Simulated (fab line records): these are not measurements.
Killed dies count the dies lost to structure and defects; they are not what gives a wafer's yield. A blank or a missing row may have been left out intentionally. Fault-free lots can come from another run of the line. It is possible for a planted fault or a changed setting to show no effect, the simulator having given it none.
fab line records + flow n5Finfet
record
- lots=7
- wafers=21
- lastDay=18
route steps=1938 shown FIN_SAQP@129 BEOL_M4@1111
lots with no fault: from the same line, run without faults
startH: the number of hours between the record's first day and the start of the first shown wafer of the lot + waitH: time in hours since the lot's previous step + " the same as in the row above + L1.1+2: a row that stands for several wafers + - either no value or no given start + * or withheld: withheld + < > ~ a bound
route shown NAME@n: NAME is a module with steps in the file, n the number in the route of the first one + usual: mean/standard deviation taken from wafers without a fault + same: alike in all rows + chamber/n: place in a boat + sites: each site's reading + _std_site: their standard deviation + _edge_site: the outer-site mean with the inner-site mean subtracted + radiusMm: how far each site lies from the wafer's centre + mask NAME#n: copy n + behind: the tool/chamber that last shaped the wafer + hold: what put the lot on hold/how long, in hours/how the hold closed + device: the n, p or np transistor that did not switch + end of line: at the end of the route, the tests of the same wafers + a step with no rows: only its recipe + killed: the dies lost at the first sort to structure and to defects; this is not the yield of the wafer + map: a wafer's dies, x killed, . not, _ none there
set.NAME: the setting the step ran with; set.NAME@STEP: the setting that earlier step ran with + model.NAME: the simulator's own value behind a step, which no gauge read
steps of the route over a sample of lots; a table a step, a row a wafer
services: when a tool's chamber went out of use (startH, in hours from the record's first day, below 0 if earlier), for how many hours, and the reason
## steps
# step N5_FIN_SAQP_ETCH_57
# recipe
- chemistry=CH3F/O2
- target=SiNx
- maskMaterial=SiO2
- targetDepthA=325
- timeS=46.4
- pressureMtorr=30
- sourceW=395
- biasW=73
- Ar_flow_sccm=150
- CH3F_flow_sccm=30
- O2_flow_sccm=20
- ionEnergyEv=120
- ends=cleared
# usual
- O2_flow_sccm=20.00/0.062
- drypumpMotorCurrentA=5.8/0.45
- etchRfOnTimeS=46.2/0.94
- mfcArSccm=150.1/0.44
- oes_o_777_au=0.79/0.1
- oesProductAu=0.68/0.085
- rfFwdPowerW=388.8/1.9
- rfVppV=300/6.3
- showerheadPlenumPTorr=2.02/0.064
- throttleValvePct=16.23/0.2
| lot.wafer | tool       | chamber | startH | waitH | O2_flow_sccm | drypumpMotorCurrentA | etchRfOnTimeS | mfcArSccm | oes_o_777_au | oesProductAu | rfFwdPowerW | rfHoursCounterH | rfVppV | showerheadPlenumPTorr | throttleValvePct |
|-----------|------------|---------|--------|-------|--------------|----------------------|---------------|-----------|--------------|--------------|-------------|-----------------|--------|-----------------------|------------------|
| L181.3    | rieDiel-04 | 0       | 65.58  | 0.0   | 19.96        | 5.2                  | 45.5          | 150.0     | 0.66         | 0.59         | 390.3       | 223             | 309    | 1.97                  | 16.13            |
| L181.4    | "          | 3       | "      | "     | 20.01        | 6.5                  | 46.5          | 151.1     | 0.74         | 0.64         | 384.4       | -               | 300    | 2.07                  | 16.29            |
| L181.6    | "          | 2       | "      | "     | 19.98        | 5.8                  | 46.8          | 151.1     | 0.72         | 0.63         | 388.5       | -               | 299    | 1.98                  | 16.44            |
| L183.1    | rieDiel-05 | 0       | 78.08  | 0.2   | 20.08        | 5.8                  | 46.0          | 150.1     | 0.69         | 0.58         | 388.5       | 268             | 297    | 1.96                  | 16.55            |
| L183.3    | "          | 1       | "      | "     | 19.91        | 5.7                  | 46.0          | 150.4     | 0.93         | 0.80         | 390.6       | 8               | 298    | 1.96                  | 16.19            |
| L183.5    | "          | 2       | "      | "     | 20.12        | 6.6                  | 46.1          | 149.8     | 0.72         | 0.61         | 389.4       | -               | 293    | 2.08                  | 16.67            |
| L184.3    | rieDiel-02 | 3       | 83.39  | 0.0   | 19.92        | 5.7                  | 44.6          | 150.6     | 0.70         | 0.61         | 388.5       | 242             | 307    | 2.05                  | 16.33            |
| L184.4    | "          | 0       | "      | "     | 19.98        | 5.8                  | 46.8          | 150.6     | 0.75         | 0.64         | 388.6       | 155             | 307    | 1.91                  | 16.29            |
| L184.6    | "          | 2       | "      | "     | 20.02        | 6.2                  | 45.7          | 149.9     | 0.88         | 0.73         | 389.8       | -               | 288    | 2.10                  | 16.00            |
| L185.3    | rieDiel-04 | 0       | 89.88  | 0.0   | 19.99        | 5.3                  | 45.6          | 150.7     | 0.65         | 0.59         | 388.4       | 233             | 307    | 1.97                  | 16.15            |
| L185.5    | "          | 0       | "      | "     | 20.05        | 5.2                  | 45.9          | 150.3     | 0.65         | 0.59         | 390.8       | -               | 308    | 1.97                  | 16.13            |
| L185.6    | "          | 3       | "      | "     | 19.88        | 6.5                  | 46.0          | 150.1     | 0.73         | 0.64         | 385.9       | -               | 298    | 2.06                  | 16.31            |
| L192.1    | rieDiel-05 | 0       | 141.67 | 0.0   | 19.99        | 5.8                  | 45.6          | 149.5     | 0.92         | 0.80         | 389.1       | 13              | 295    | 1.95                  | 16.09            |
| L192.2    | "          | 2       | "      | "     | 20.00        | 6.5                  | 47.8          | 150.0     | 0.70         | 0.59         | 389.1       | 227             | 292    | 2.07                  | 16.72            |
| L192.3    | "          | 3       | "      | "     | 19.99        | 5.2                  | 45.5          | 149.6     | 0.91         | 0.78         | 388.4       | 21              | 299    | 2.13                  | 16.18            |
| L195.1    | rieDiel-02 | 1       | 149.89 | 0.0   | 20.03        | 5.2                  | 45.4          | 149.1     | 0.86         | 0.75         | 388.3       | 44              | 296    | 2.03                  | 16.13            |
| L195.3    | "          | 2       | "      | "     | 19.95        | 6.2                  | 46.8          | 150.6     | 0.85         | 0.70         | 388.7       | 69              | 288    | 2.10                  | 16.04            |
| L195.6    | "          | 3       | "      | "     | 20.01        | 5.7                  | 46.2          | 149.4     | 0.92         | 0.81         | 388.7       | -               | 308    | 2.04                  | 15.88            |
| L197.1    | rieDiel-05 | 0       | 161.62 | 0.0   | 20.02        | 5.8                  | 46.7          | 150.4     | 0.92         | 0.78         | 386.2       | 20              | 296    | 1.95                  | 16.10            |
| L197.3    | "          | 2       | "      | "     | 19.95        | 6.5                  | 46.8          | 149.4     | 0.70         | 0.59         | 389.8       | 235             | 293    | 2.06                  | 16.73            |
| L197.6    | "          | 1       | "      | "     | 20.10        | 5.6                  | 46.7          | 150.0     | 0.86         | 0.73         | 392.8       | -               | 296    | 1.95                  | 16.23            |
# step N5_FIN_SAQP_ETCH_67
# recipe
- chemistry=CH3F/O2
- target=SiNx
- targetDepthA=300
- maskMaterial=SOC
- pressureMtorr=30
- sourceW=395
- biasW=73
- Ar_flow_sccm=150
- CH3F_flow_sccm=30
- O2_flow_sccm=20
- ionEnergyEv=120
# usual
- O2_flow_sccm=20.01/0.056
- drypumpMotorCurrentA=5.7/0.45
- mfcArSccm=150.0/0.5
- oes_o_777_au=0.79/0.1
- oesProductAu=0.79/0.1
- rfFwdPowerW=391.0/1.4
- rfVppV=301/6
- showerheadPlenumPTorr=2.02/0.063
- throttleValvePct=16.26/0.18
| lot.wafer | tool       | chamber | startH | waitH | O2_flow_sccm | drypumpMotorCurrentA | mfcArSccm | oes_o_777_au | oesProductAu | rfFwdPowerW | rfHoursCounterH | rfVppV | showerheadPlenumPTorr | throttleValvePct |
|-----------|------------|---------|--------|-------|--------------|----------------------|-----------|--------------|--------------|-------------|-----------------|--------|-----------------------|------------------|
| L181.3    | rieDiel-02 | 0       | 66.31  | 0.0   | 19.99        | 5.8                  | 150.2     | 0.76         | 0.76         | 388.7       | 150             | 306    | 1.92                  | 16.26            |
| L181.4    | "          | 0       | "      | "     | 20.10        | 5.8                  | 150.7     | 0.76         | 0.76         | 388.9       | -               | 309    | 1.92                  | 16.27            |
| L181.6    | "          | 1       | "      | "     | 20.00        | 5.3                  | 150.1     | 0.92         | 0.94         | 391.3       | -               | 297    | 2.04                  | 16.10            |
| L183.1    | rieDiel-02 | 1       | 78.81  | 0.0   | 19.94        | 5.2                  | 149.6     | 0.91         | 0.92         | 394.4       | 19              | 298    | 2.04                  | 16.11            |
| L183.3    | "          | 3       | "      | "     | 20.01        | 5.7                  | 150.7     | 0.69         | 0.69         | 391.6       | 241             | 309    | 2.05                  | 16.35            |
| L183.5    | "          | 3       | "      | "     | 20.10        | 5.7                  | 150.5     | 0.69         | 0.70         | 391.8       | -               | 307    | 2.05                  | 16.34            |
| L184.3    | rieDiel-05 | 2       | 84.22  | 0.0   | 20.00        | 6.5                  | 150.5     | 0.72         | 0.71         | 389.9       | 207             | 292    | 2.07                  | 16.69            |
| L184.4    | "          | 3       | "      | "     | 19.90        | 5.2                  | 149.4     | 0.98         | 0.99         | 393.5       | -               | 299    | 2.14                  | 16.15            |
| L184.6    | "          | 1       | "      | "     | 19.92        | 5.6                  | 150.9     | 0.92         | 0.92         | 392.8       | -               | 298    | 1.96                  | 16.22            |
| L185.3    | rieDiel-05 | 1       | 90.61  | 0.0   | 20.12        | 5.6                  | 150.4     | 0.91         | 0.91         | 392.8       | 13              | 296    | 1.96                  | 16.24            |
| L185.5    | "          | 3       | "      | "     | 19.97        | 5.2                  | 149.6     | 0.96         | 0.95         | 390.4       | -               | 300    | 2.14                  | 16.16            |
| L185.6    | "          | 1       | "      | "     | 20.01        | 5.6                  | 150.0     | 0.92         | 0.91         | 391.0       | -               | 298    | 1.96                  | 16.23            |
| L192.1    | rieDiel-04 | 3       | 142.49 | 0.0   | 20.07        | 6.5                  | 149.1     | 0.72         | 0.73         | 389.2       | 184             | 296    | 2.06                  | 16.34            |
| L192.2    | "          | 0       | "      | "     | 20.09        | 5.2                  | 148.5     | 0.64         | 0.67         | 390.4       | 250             | 307    | 1.96                  | 16.21            |
| L192.3    | "          | 1       | "      | "     | 20.02        | 5.4                  | 150.0     | 0.90         | 0.92         | 391.1       | 22              | 302    | 2.04                  | 16.11            |
| L195.1    | rieDiel-02 | 0       | 150.62 | 0.0   | 20.00        | 5.8                  | 150.6     | 0.73         | 0.74         | 388.2       | 180             | 306    | 1.91                  | 16.35            |
| L195.3    | "          | 3       | "      | "     | 20.08        | 5.7                  | 150.1     | 0.92         | 0.94         | 392.4       | 6               | 307    | 2.04                  | 15.91            |
| L195.6    | "          | 0       | "      | "     | 19.98        | 5.8                  | 150.5     | 0.73         | 0.74         | 387.7       | -               | 308    | 1.91                  | 16.34            |
| L197.1    | rieDiel-05 | 0       | 162.42 | 0.0   | 19.99        | 5.8                  | 150.8     | 0.91         | 0.92         | 389.3       | 20              | 293    | 1.95                  | 16.13            |
| L197.3    | "          | 3       | "      | "     | 20.10        | 5.2                  | 150.2     | 0.90         | 0.89         | 390.4       | 29              | 298    | 2.13                  | 16.18            |
| L197.6    | "          | 2       | "      | "     | 19.86        | 6.5                  | 149.7     | 0.70         | 0.68         | 392.4       | -               | 292    | 2.06                  | 16.75            |
# step N5_FIN_SAQP_ETCH_34
# recipe
- chemistry=C4F6/O2
- target=SiO2
- targetDepthA=450
- timeS=15
- ionEnergyEv=250
- pressureMtorr=30
- sourceW=345
- biasW=185
- Ar_flow_sccm=300
- C4F6_flow_sccm=10
- O2_flow_sccm=10
- ends=cleared
# usual
- O2_flow_sccm=9.995/0.03
- drypumpMotorCurrentA=5.8/0.45
- etchRfOnTimeS=14.99/0.24
- mfcArSccm=299.9/0.89
- oes_o_777_au=0.80/0.1
- oesProductAu=0.68/0.086
- rfFwdPowerW=336.5/1
- rfVppV=668/14
- showerheadPlenumPTorr=2.87/0.093
- throttleValvePct=20.97/0.21
| lot.wafer | tool       | chamber | startH | waitH | O2_flow_sccm | drypumpMotorCurrentA | etchRfOnTimeS | mfcArSccm | oes_o_777_au | oesProductAu | rfFwdPowerW | rfHoursCounterH | rfVppV | showerheadPlenumPTorr | throttleValvePct |
|-----------|------------|---------|--------|-------|--------------|----------------------|---------------|-----------|--------------|--------------|-------------|-----------------|--------|-----------------------|------------------|
| L181.3    | rieDiel-05 | 2       | 67.20  | 0.0   | 9.992        | 6.5                  | 15.07         | 300.0     | 0.72         | 0.62         | 336.7       | 199             | 655    | 2.95                  | 21.40            |
| L181.4    | "          | 2       | "      | "     | 10.011       | 6.6                  | 15.25         | 299.5     | 0.72         | 0.61         | 335.1       | -               | 656    | 2.95                  | 21.37            |
| L181.6    | "          | 1       | "      | "     | 9.994        | 5.6                  | 14.77         | 300.2     | 0.96         | 0.82         | 336.5       | -               | 665    | 2.79                  | 20.95            |
| L183.1    | rieDiel-04 | 3       | 79.70  | 0.0   | 10.049       | 6.5                  | 14.99         | 298.6     | 0.74         | 0.64         | 335.7       | 165             | 671    | 2.93                  | 20.96            |
| L183.3    | "          | 0       | "      | "     | 10.000       | 5.2                  | 14.97         | 300.4     | 0.65         | 0.58         | 335.0       | 229             | 689    | 2.80                  | 20.76            |
| L183.5    | "          | 2       | "      | "     | 10.016       | 5.8                  | 14.66         | 302.3     | 0.71         | 0.62         | 336.5       | -               | 669    | 2.81                  | 21.14            |
| L184.3    | rieDiel-04 | 1       | 85.11  | 0.0   | 9.995        | 5.4                  | 14.36         | 298.5     | 0.98         | 0.85         | 334.5       | 3               | 675    | 2.90                  | 20.79            |
| L184.4    | "          | 3       | "      | "     | 10.015       | 6.5                  | 14.74         | 299.3     | 0.74         | 0.65         | 337.2       | 166             | 670    | 2.93                  | 20.97            |
| L184.6    | "          | 1       | "      | "     | 9.951        | 5.4                  | 14.42         | 299.7     | 0.96         | 0.84         | 335.4       | -               | 676    | 2.90                  | 20.79            |
| L185.3    | rieDiel-05 | 3       | 91.65  | 0.0   | 9.978        | 5.2                  | 14.81         | 300.5     | 0.94         | 0.82         | 337.0       | 4               | 669    | 3.04                  | 20.95            |
| L185.5    | "          | 3       | "      | "     | 10.019       | 5.2                  | 14.88         | 301.2     | 0.95         | 0.83         | 337.2       | -               | 670    | 3.04                  | 20.95            |
| L185.6    | "          | 2       | "      | "     | 9.984        | 6.6                  | 15.21         | 300.0     | 0.71         | 0.60         | 336.4       | -               | 656    | 2.95                  | 21.40            |
| L192.1    | rieDiel-05 | 1       | 143.40 | 0.0   | 9.975        | 5.6                  | 14.91         | 299.3     | 0.89         | 0.74         | 336.2       | 34              | 664    | 2.77                  | 21.00            |
| L192.2    | "          | 3       | "      | "     | 10.021       | 5.2                  | 15.05         | 299.8     | 0.89         | 0.77         | 337.5       | 22              | 669    | 3.03                  | 20.98            |
| L192.3    | "          | 0       | "      | "     | 10.000       | 5.8                  | 14.91         | 300.6     | 0.93         | 0.79         | 337.4       | 14              | 659    | 2.78                  | 20.87            |
| L195.1    | rieDiel-02 | 1       | 151.58 | 0.0   | 9.992        | 5.2                  | 15.00         | 301.1     | 0.88         | 0.75         | 336.8       | 45              | 665    | 2.88                  | 20.84            |
| L195.3    | "          | 3       | "      | "     | 9.982        | 5.7                  | 14.92         | 300.5     | 0.91         | 0.79         | 335.9       | 7               | 691    | 2.91                  | 20.68            |
| L195.6    | "          | 0       | "      | "     | 10.030       | 5.8                  | 15.29         | 299.6     | 0.73         | 0.62         | 335.2       | -               | 686    | 2.72                  | 20.98            |
| L197.1    | rieDiel-02 | 0       | 163.68 | 0.0   | 9.978        | 5.8                  | 15.19         | 299.6     | 0.72         | 0.62         | 338.8       | 185             | 688    | 2.72                  | 20.99            |
| L197.3    | "          | 1       | "      | "     | 10.022       | 5.2                  | 15.00         | 300.1     | 0.87         | 0.74         | 337.3       | 49              | 664    | 2.88                  | 20.86            |
| L197.6    | "          | 1       | "      | "     | 9.979        | 5.2                  | 15.01         | 300.4     | 0.88         | 0.74         | 335.8       | -               | 665    | 2.88                  | 20.86            |
# step N5_FIN_SAQP_FIN_ETCH_36
# recipe
- chemistry=HBr/Cl2/O2
- targetDepthA=1200
- maskMaterial=SiNx
- timeS=50.4
- biasW=102
- pressureMtorr=10
- icpW=800
- HBr_flow_sccm=150
- Cl2_flow_sccm=80
- O2_flow_sccm=12
# usual
- O2_flow_sccm=12.00/0.037
- drypumpMotorCurrentA=5.6/0.38
- oes_o_777_au=0.99/0.049
- oesProductAu=0.995/0.027
- rfFwdPowerW=796.1/2.5
- throttleValvePct=35.91/0.29
| lot.wafer | tool     | chamber | startH | waitH | O2_flow_sccm | drypumpMotorCurrentA | oes_o_777_au | oesProductAu | rfFwdPowerW | rfHoursCounterH | throttleValvePct |
|-----------|----------|---------|--------|-------|--------------|----------------------|--------------|--------------|-------------|-----------------|------------------|
| L181.3    | rieSi-04 | 1       | 67.41  | 0.0   | 12.03        | 6.4                  | 1.00         | 0.962        | 793.2       | 2               | 35.23            |
| L181.4    | "        | 3       | "      | "     | 12.02        | 5.1                  | 0.97         | 0.982        | 796.2       | 116             | 35.87            |
| L181.6    | "        | 3       | "      | "     | 11.98        | 5.1                  | 0.98         | 0.992        | 795.5       | -               | 35.86            |
| L183.1    | rieSi-04 | 2       | 79.92  | 0.0   | 11.97        | 5.6                  | 0.98         | 1.011        | 794.3       | 116             | 35.99            |
| L183.3    | "        | 0       | "      | "     | 12.03        | 5.3                  | 1.01         | 1.011        | 796.5       | 192             | 36.13            |
| L183.5    | "        | 0       | "      | "     | 12.04        | 5.3                  | 1.01         | 1.013        | 795.4       | -               | 36.15            |
| L184.3    | rieSi-04 | 3       | 85.32  | 0.0   | 11.99        | 5.1                  | 0.51         | 0.898        | 604.3       | 116             | 36.00            |
| L184.4    | "        | 0       | "      | "     | 11.95        | 5.3                  | 1.01         | 1.008        | 796.5       | 192             | 36.15            |
| L184.6    | "        | 1       | "      | "     | 11.97        | 6.3                  | 0.99         | 0.958        | 800.6       | -               | 35.20            |
| L185.3    | rieSi-04 | 1       | 91.87  | 0.0   | 12.02        | 6.3                  | 1.00         | 0.954        | 796.4       | 3               | 35.23            |
| L185.5    | "        | 0       | "      | "     | 11.99        | 5.3                  | 1.00         | 1.006        | 798.3       | -               | 36.14            |
| L185.6    | "        | 3       | "      | "     | 12.05        | 5.1                  | 0.52         | 0.888        | 601.1       | -               | 36.02            |
| L192.1    | rieSi-01 | 3       | 143.62 | 0.0   | 11.98        | 5.9                  | 0.94         | 1.012        | 798.4       | 8               | 36.03            |
| L192.2    | "        | 1       | "      | "     | 12.01        | 5.5                  | 0.93         | 0.963        | 801.2       | 70              | 36.13            |
| L192.3    | "        | 0       | "      | "     | 12.02        | 5.4                  | 0.94         | 1.026        | 796.4       | 141             | 36.39            |
| L195.1    | rieSi-06 | 3       | 151.79 | 0.0   | 12.11        | 6.0                  | 1.12         | 1.046        | 797.4       | 130             | 35.96            |
| L195.3    | "        | 0       | "      | "     | 12.02        | 5.7                  | 0.97         | 0.989        | 793.7       | 89              | 35.75            |
| L195.6    | "        | 1       | "      | "     | 11.89        | 5.4                  | 0.94         | 0.954        | 796.0       | -               | 36.11            |
| L197.1    | rieSi-01 | 2       | 163.90 | 0.0   | 12.00        | 5.7                  | 1.07         | 1.035        | 795.0       | 3               | 35.80            |
| L197.3    | "        | 1       | "      | "     | 11.98        | 5.5                  | 0.94         | 0.964        | 793.5       | 70              | 36.12            |
| L197.6    | "        | 3       | "      | "     | 12.03        | 6.0                  | 0.94         | 1.008        | 800.6       | -               | 36.02            |
# step N5_FIN_SAQP_OCD_MEAS_76
# usual
- trenchDepthNm=119.2/1.9
| lot.wafer | tool   | chamber | startH | waitH | trenchDepthNm |
|-----------|--------|---------|--------|-------|---------------|
| L181.3    | ocd-01 | -       | 67.64  | 0.0   | 118.8         |
| L181.4    | "      | -       | "      | "     | 119.4         |
| L181.6    | "      | -       | "      | "     | 120.4         |
| L183.1    | ocd-02 | -       | 80.14  | 0.0   | 121.2         |
| L183.3    | "      | -       | "      | "     | 118.5         |
| L183.5    | "      | -       | "      | "     | 118.0         |
| L184.3    | ocd-01 | -       | 85.54  | 0.0   | 105.0         |
| L184.4    | "      | -       | "      | "     | 117.5         |
| L184.6    | "      | -       | "      | "     | 119.3         |
| L185.3    | ocd-02 | -       | 92.09  | 0.0   | 117.9         |
| L185.5    | "      | -       | "      | "     | 118.1         |
| L185.6    | "      | -       | "      | "     | 104.2         |
| L192.1    | ocd-01 | -       | 143.84 | 0.0   | 118.5         |
| L192.2    | "      | -       | "      | "     | 117.3         |
| L192.3    | "      | -       | "      | "     | 122.3         |
| L195.1    | ocd-01 | -       | 152.01 | 0.0   | 121.0         |
| L195.3    | "      | -       | "      | "     | 117.8         |
| L195.6    | "      | -       | "      | "     | 117.1         |
| L197.1    | ocd-02 | -       | 164.12 | 0.0   | 122.7         |
| L197.3    | "      | -       | "      | "     | 116.2         |
| L197.6    | "      | -       | "      | "     | 118.1         |
# step N5_BEOL_M4_RC_MEAS_101
# usual
- DIBL_N=36.2/1.6
- DIBL_P=36.5/1.9
- IOFF_N=0.158/0.027
- IOFF_P=0.21/0.038
- ION_N=675/12
- ION_P=464/8.9
- SS_N=71.5/0.61
- SS_P=73.4/0.59
- VT_N=250.4/3
- VT_P=-250/3.6
| lot.wafer | tool      | chamber | startH | waitH | DIBL_N[mV/V] | DIBL_P[mV/V] | IOFF_N[nA/um] | IOFF_P[nA/um] | ION_N[uA/um] | ION_P[uA/um] | SS_N[mV/dec] | SS_P[mV/dec] | VT_N[mV] | VT_P[mV] |
|-----------|-----------|---------|--------|-------|--------------|--------------|---------------|---------------|--------------|--------------|--------------|--------------|----------|----------|
| L181.3    | prober-01 | 0       | 211.01 | 0.3   | 34.9         | 34.8         | 0.129         | 0.20          | 673          | 465          | 71.5         | 73.4         | 255.7    | -249     |
| L181.4    | "         | 0       | "      | "     | 34.2         | 34.6         | 0.121         | 0.19          | 665          | 461          | 71.3         | 72.7         | 254.4    | -251     |
| L181.6    | "         | 0       | "      | "     | 36.7         | 37.9         | 0.165         | 0.25          | 685          | 474          | 72.1         | 73.2         | 248.9    | -245     |
| L184.3    | prober-01 | 0       | 217.45 | 0.3   | 35.4         | 36.3         | 0.148         | 0.20          | 675          | 469          | 71.4         | 73.4         | 251.1    | -252     |
| L184.4    | "         | 0       | "      | "     | 35.1         | 35.6         | 0.144         | 0.20          | 683          | 468          | 71.3         | 72.9         | 252.2    | -251     |
| L184.6    | "         | 0       | "      | "     | 34.2         | 33.3         | 0.128         | 0.17          | 671          | 462          | 70.5         | 73.1         | 254.2    | -252     |
| L183.1    | prober-02 | 0       | 218.98 | 0.0   | 37.6         | 38.5         | 0.184         | 0.24          | 698          | 475          | 72.1         | 73.9         | 245.7    | -249     |
| L183.3    | "         | 0       | "      | "     | 35.8         | 37.4         | 0.158         | 0.22          | 686          | 467          | 71.1         | 73.5         | 250.7    | -249     |
| L183.5    | "         | 0       | "      | "     | 35.6         | 37.4         | 0.165         | 0.22          | 696          | 477          | 71.1         | 73.4         | 247.4    | -248     |
| L185.3    | prober-01 | 0       | 227.77 | 0.3   | 34.9         | 35.8         | 0.142         | 0.19          | 671          | 463          | 70.5         | 73.5         | 251.0    | -250     |
| L185.5    | "         | 0       | "      | "     | 36.5         | 37.3         | 0.175         | 0.20          | 691          | 464          | 70.8         | 73.8         | 245.7    | -251     |
| L185.6    | "         | 0       | "      | "     | 38.6         | 39.6         | 0.222         | 0.26          | 708          | 476          | 72.9         | 73.8         | 245.5    | -246     |
| L192.1    | prober-01 | 0       | 281.24 | 0.0   | 35.9         | 35.2         | 0.144         | 0.20          | 699          | 475          | 71.7         | 73.5         | 248.9    | -250     |
| L192.2    | "         | 0       | "      | "     | 37.0         | 37.2         | 0.162         | 0.23          | 691          | 467          | 71.6         | 74.1         | 248.4    | -251     |
| L192.3    | "         | 0       | "      | "     | 38.6         | 40.1         | 0.212         | 0.30          | 705          | 488          | 72.1         | 74.0         | 245.7    | -242     |
| L195.1    | prober-02 | 0       | 302.58 | 0.0   | 35.7         | 35.7         | 0.158         | 0.18          | 677          | 459          | 71.2         | 72.7         | 248.8    | -254     |
| L195.3    | "         | 0       | "      | "     | 36.8         | 38.1         | 0.175         | 0.23          | 666          | 457          | 71.6         | 73.8         | 247.5    | -250     |
| L195.6    | "         | 0       | "      | "     | 35.6         | 36.5         | 0.165         | 0.20          | 677          | 468          | 71.4         | 72.8         | 248.2    | -251     |
| L197.1    | prober-01 | 0       | 313.01 | 0.0   | 38.4         | 38.9         | 0.223         | 0.30          | 690          | 478          | 73.0         | 74.6         | 246.9    | -245     |
| L197.3    | "         | 0       | "      | "     | 36.2         | 36.3         | 0.157         | 0.23          | 666          | 461          | 71.9         | 73.7         | 252.2    | -248     |
| L197.6    | "         | 0       | "      | "     | 36.0         | 35.3         | 0.158         | 0.21          | 675          | 461          | 71.6         | 72.9         | 252.8    | -252     |
## services
| tool       | chamber | startH | hours | kind                         |
|------------|---------|--------|-------|------------------------------|
| rieDiel-04 | 1       | 53.22  | -     | clean                        |
| rieDiel-04 | 1       | 53.22  | -     | consumableReplace:focusRing  |
| rieDiel-04 | 1       | 53.22  | 22.4  | scheduledDown                |
| rieDiel-04 | 1       | 53.22  | 22.4  | ventCycle                    |
| rieDiel-05 | 3       | 61.42  | -     | clean                        |
| rieDiel-05 | 3       | 61.42  | -     | consumableReplace:focusRing  |
| rieDiel-05 | 3       | 61.42  | -     | consumableReplace:showerhead |
| rieDiel-05 | 3       | 61.42  | 19.8  | scheduledDown                |
| rieDiel-05 | 3       | 61.42  | 19.8  | ventCycle                    |
| rieDiel-02 | 3       | 63.35  | 3.5   | repair                       |
| rieSi-01   | -       | 68.76  | 28.1  | pm                           |
| rieSi-06   | 0       | 78.07  | 3.5   | repair                       |
| rieDiel-05 | 0       | 81.23  | -     | clean                        |
| rieDiel-05 | 0       | 81.23  | -     | consumableReplace:focusRing  |
| rieDiel-05 | 0       | 81.23  | 18.0  | scheduledDown                |
| rieDiel-05 | 0       | 81.23  | 18.0  | ventCycle                    |
| rieDiel-02 | -       | 93.56  | 0.3   | repair                       |
| rieSi-01   | 1       | 97.04  | 4.8   | repair                       |
| rieDiel-02 | 3       | 113.81 | -     | clean                        |
| rieDiel-02 | 3       | 113.81 | -     | consumableReplace:focusRing  |
| rieDiel-04 | 0       | 163.15 | -     | clean                        |
| rieDiel-04 | 0       | 163.15 | -     | consumableReplace:focusRing  |
| rieDiel-04 | 0       | 163.15 | 21.2  | scheduledDown                |
| rieDiel-04 | 0       | 163.15 | 21.2  | ventCycle                    |
## key
firstSign
- step=N5_FIN_SAQP_FIN_ETCH_36
- reading=rfFwdPowerW
- direction=down
- sigmas=78
- usual=*
- struck=*
effect
- step=N5_FIN_SAQP_FIN_ETCH_36
- reading=oes_o_777_au
- direction=down
- sigmas=9.6
- usual=0.99
- struck=0.52
effect
- step=N5_FIN_SAQP_OCD_MEAS_76
- reading=trenchDepthNm
- direction=down
- sigmas=7.6
- usual=119.2
- struck=104.6
metAt N5_FIN_SAQP_FIN_ETCH_36
struckLots L184,L185
struckWafers L184.3,L185.6
notActingAt N5_FIN_SAQP_ETCH_57,N5_FIN_SAQP_ETCH_67,N5_FIN_SAQP_ETCH_34
onsetBetween 67.41 85.32
fault
- kind=processParameterDrift
- tool=rieSi-04
- chamber=3
- onsetH=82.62
- steps=N5_FIN_SAQP_FIN_ETCH_36
- channel=icpW
- offset=-192
- shape=step
- endH=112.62
- actsIn=theseRecipesOnly
- stated=800
